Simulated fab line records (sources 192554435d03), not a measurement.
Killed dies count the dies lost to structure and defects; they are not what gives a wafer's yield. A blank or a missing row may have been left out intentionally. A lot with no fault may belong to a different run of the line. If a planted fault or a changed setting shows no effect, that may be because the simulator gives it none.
Which tool is to blame? | flow n5-finfet | 42 wafers from 14 lots sampled at 2 of the route's 1938 steps

== WHAT THE GAUGES READ, wafer by wafer ==
N5_BEOL_M15_CD_MEAS_28 targets a cd of 407.6 nm. Usual: cd-nm at 408.4 nm, with a standard deviation of 2.
lot  | measured     | on        | cd-nm (nm)        | flag
L138 | day 11 13:31 | cd-sem-01 | 409.2 407.2 407.7 |
L137 | day 11 13:56 | cd-sem-02 | 406.8 406.1 406.4 |
L141 | day 11 23:21 | cd-sem-02 | 406.0 409.2 410.9 |
L139 | day 12 00:17 | cd-sem-01 | 409.2 410.7 408.8 |
L144 | day 13 05:42 | cd-sem-01 | 406.1 407.8 408.2 |
L146 | day 13 22:25 | cd-sem-02 | 407.4 407.5 409.1 |
L145 | day 14 03:58 | cd-sem-02 | 409.4 406.9 407.9 |
L147 | day 14 04:37 | cd-sem-03 | 408.9 410.9 412.1 |
L148 | day 14 04:50 | cd-sem-03 | 408.1 410.6 408.2 |
L149 | day 14 23:19 | cd-sem-01 | 411.8 410.4 410.3 |
L151 | day 15 10:56 | cd-sem-03 | 408.1 408.9 407.1 |
L153 | day 15 11:23 | cd-sem-01 | 409.3 410.1 408.1 |
L158 | day 16 15:31 | cd-sem-03 | 407.6 406.0 410.1 |
L159 | day 17 02:14 | cd-sem-03 | 410.8 408.2 406.5 |

N5_BEOL_M15_THK_MEAS_50: measures by xrf. Usual: M15_THK typically reads 866 nm, with standard deviation 14.
lot  | measured     | on            | M15_THK (nm) | flag
L138 | day 11 16:29 | film-metro-01 | 866 857 869  |
L137 | day 11 17:26 | film-metro-01 | 844 887 877  |
L141 | day 12 03:32 | film-metro-02 | 859 850 852  |
L139 | day 12 04:04 | film-metro-01 | 875 875 856  |
L144 | day 13 13:37 | film-metro-01 | 865 902 897  |
L146 | day 14 02:00 | film-metro-01 | 881 881 873  |
L145 | day 14 06:23 | film-metro-02 | 867 871 850  |
L147 | day 14 06:43 | film-metro-01 | 874 877 879  |
L148 | day 14 07:05 | film-metro-02 | 861 871 856  |
L149 | day 15 04:26 | film-metro-02 | 876 883 886  |
L151 | day 15 14:15 | film-metro-01 | 852 853 868  |
L153 | day 15 16:04 | film-metro-02 | 870 860 853  |
L158 | day 16 17:46 | film-metro-02 | 876 868 857  |
L159 | day 17 04:55 | film-metro-01 | 891 883 895  |

== WHAT TOOL EACH LOT RAN ON (gives the tool, then ch and the chambers of the sampled wafers, and finally the start) ==
There is no process step in the record ahead of these readings.

== WHAT THE TOOLS THEMSELVES READ (means of the sampled wafers that have a number; where no wafer has one, the mark that the record gives instead) ==
The record holds no such reading with a usual standard deviation.

== THE ANSWER, worked out from the rows above alone ==
Rule: a lot counts as off when the mean over its wafers that have a number is more than 3 standard deviations away from the usual mean. A lot without any number at a reading at which 4 lots or more have one is off too. All remaining lots with rows at the step are treated as sound. First the gauges in route order, then the tools' own readings, where a lot's mean is used as printed above. The first step at which some lot is off is used, and at that step the reading that is off furthest; a lot without a number counts as furthest.
No lot is off on any of the readings shown, so nothing can be concluded from this.

== WHAT THE SIMULATOR PUT IN ==
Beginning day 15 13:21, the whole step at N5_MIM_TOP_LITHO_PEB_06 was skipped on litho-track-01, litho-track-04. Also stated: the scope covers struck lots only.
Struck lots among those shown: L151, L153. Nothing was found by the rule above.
